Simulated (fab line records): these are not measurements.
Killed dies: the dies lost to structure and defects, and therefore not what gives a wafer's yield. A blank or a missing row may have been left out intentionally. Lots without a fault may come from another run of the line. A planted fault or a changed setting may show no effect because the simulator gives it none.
Split-lot trial -- flow n5_finfet -- 39 wafers read from 7 lots, route of 1938 steps

ON THE SPLIT
At N5_MOL_CONTACT_COAG_ALD_20 (deposits TiN, target thk 1.5 nm, pulse time 1 s, purge time 3 s), the setting ald_cycles was moved away from the recipe's 68 on 15 of the 39 wafers read, by -48.5% to +41.2%. The other wafers ran this setting at the recipe's value.

Reading taken at the split's own step.

THE READING
TiN_of_MOL_CONTACT_COAG_ALD_20.thk_nm (the simulator's own value, which no gauge read), in nm, at N5_MOL_CONTACT_COAG_ALD_20 (deposits TiN, target thk 1.5 nm, pulse time 1 s, purge time 3 s). No usual value for it is given in the file. Here, 24 wafers ran the recipe; their average is 1.5 nm with a standard deviation of 0.1 nm.

wafer,"tool, chamber at the split",ald_cycles as run,against the recipe,"TiN_of_MOL_CONTACT_COAG_ALD_20.thk_nm, nm",against lot-mates on the recipe
L074.1,"ald_metal-03, 3,2,1",46,-32.4%,1,-0.4
L074.3,"ald_metal-03, 3,2,1",46,-32.4%,1,-0.4
L074.5,"ald_metal-03, 3,2,1",46,-32.4%,1,-0.4
L074.2,"ald_metal-03, 1,0,0",68,recipe,1.4,-
L074.4,"ald_metal-03, 1,0,0",68,recipe,1.4,-
L074.6,"ald_metal-03, 1,0,0",68,recipe,1.4,-
L075.1,"ald_metal-02, 0,3,3",68,recipe,1.4,-
L075.3,"ald_metal-02, 0,3,3",68,recipe,1.4,-
L075.5,"ald_metal-02, 0,3,3",68,recipe,1.4,-
L075.2,"ald_metal-02, 2,1,2",55,-19.1%,1.2,-0.2
L075.4,"ald_metal-02, 2,1,2",55,-19.1%,1.2,-0.2
L075.6,"ald_metal-02, 2,1,2",55,-19.1%,1.2,-0.2
L076.1,"ald_metal-04, 2,3,1",81,+19.1%,1.8,+0.2
L076.2,"ald_metal-04, 2,3,1",81,+19.1%,1.8,+0.2
L076.3,"ald_metal-04, 2,3,1",81,+19.1%,1.8,+0.2
L076.4,"ald_metal-04, 0,0,1",68,recipe,1.6,-
L076.5,"ald_metal-04, 0,0,1",68,recipe,1.6,-
L076.6,"ald_metal-04, 0,0,1",68,recipe,1.6,-
L078.1,"ald_metal-02, 1,3,2",68,recipe,1.6,-
L078.2,"ald_metal-02, 1,3,2",68,recipe,1.6,-
L078.4,"ald_metal-02, 1,3,2",68,recipe,1.6,-
L078.3,"ald_metal-02, 0,0,3",68,recipe,1.4,-
L078.5,"ald_metal-02, 0,0,3",68,recipe,1.4,-
L078.6,"ald_metal-02, 0,0,3",68,recipe,1.4,-
L086.3,"ald_metal-04, 3,3,2",68,recipe,1.4,-
L086.5,"ald_metal-04, 3,3,2",68,recipe,1.4,-
L086.6,"ald_metal-04, 3,3,2",68,recipe,1.4,-
L092.1,"ald_metal-02, 1,2",68,recipe,1.6,-
L092.5,"ald_metal-02, 1,2",68,recipe,1.6,-
L092.2,"ald_metal-02, 0,3,3",96,+41.2%,2.2,+0.7
L092.3,"ald_metal-02, 0,3,3",96,+41.2%,2.2,+0.7
L092.6,"ald_metal-02, 0,3,3",96,+41.2%,2.2,+0.7
L092.4,"ald_metal-02, 2",68,recipe,1.4,-
L097.1,"ald_metal-02, 0,3,2",35,-48.5%,0.8,-0.8
L097.5,"ald_metal-02, 0,3,2",35,-48.5%,0.8,-0.8
L097.6,"ald_metal-02, 0,3,2",35,-48.5%,0.8,-0.8
L097.2,"ald_metal-02, 1,3,2",68,recipe,1.6,-
L097.3,"ald_metal-02, 1,3,2",68,recipe,1.6,-
L097.4,"ald_metal-02, 1,3,2",68,recipe,1.6,-
When a row names more than one chamber, that row covers several wafers, and the file does not tell which wafer ran in which chamber.

THE FIT
A straight line over all 39 wafers: TiN_of_MOL_CONTACT_COAG_ALD_20.thk_nm changes by +0.0155 nm for each +1% of ald_cycles; r = +0.97; the points scatter about the line by 0.084 nm.
The same after taking each lot's own level away (the mean of its wafers on the recipe; 39 wafers): +0.0149 nm for each +1%; r = +0.98; scatter 0.069 nm.
According to that fit, moving ald_cycles by its largest amount changes the reading by 0.72 nm.
The lots' own levels span 1.40 to 1.60 nm, that is 2.0 times the standard deviation above.
Consequently the slope shifts little with the lot-to-lot level, the two slopes agreeing.
Check: with one of the wafers moved furthest among these (-48.5%) left out of the fit, the line predicts -0.707 nm for it against its lot-mates. Against them it came out at -0.8 nm.

THESE WAFERS: OTHER SPLITS
Other splits were also applied to these wafers ahead of the reading. Each is held against what the fit with the lots' levels taken away leaves over:
other split on the same wafers,wafers away from the commonest value,r with TiN_of_MOL_CONTACT_COAG_ALD_20.thk_nm (lot level and that fit taken away)
N5_PMOS_HMC_CHANNEL_EPI_DEVELOP_08 develop_time_s,18,-0.34

THE FILE'S OWN FIT
TiN_of_MOL_CONTACT_COAG_ALD_20.thk_nm changes by +0.0149 nm for each +1% of ald_cycles, r = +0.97.
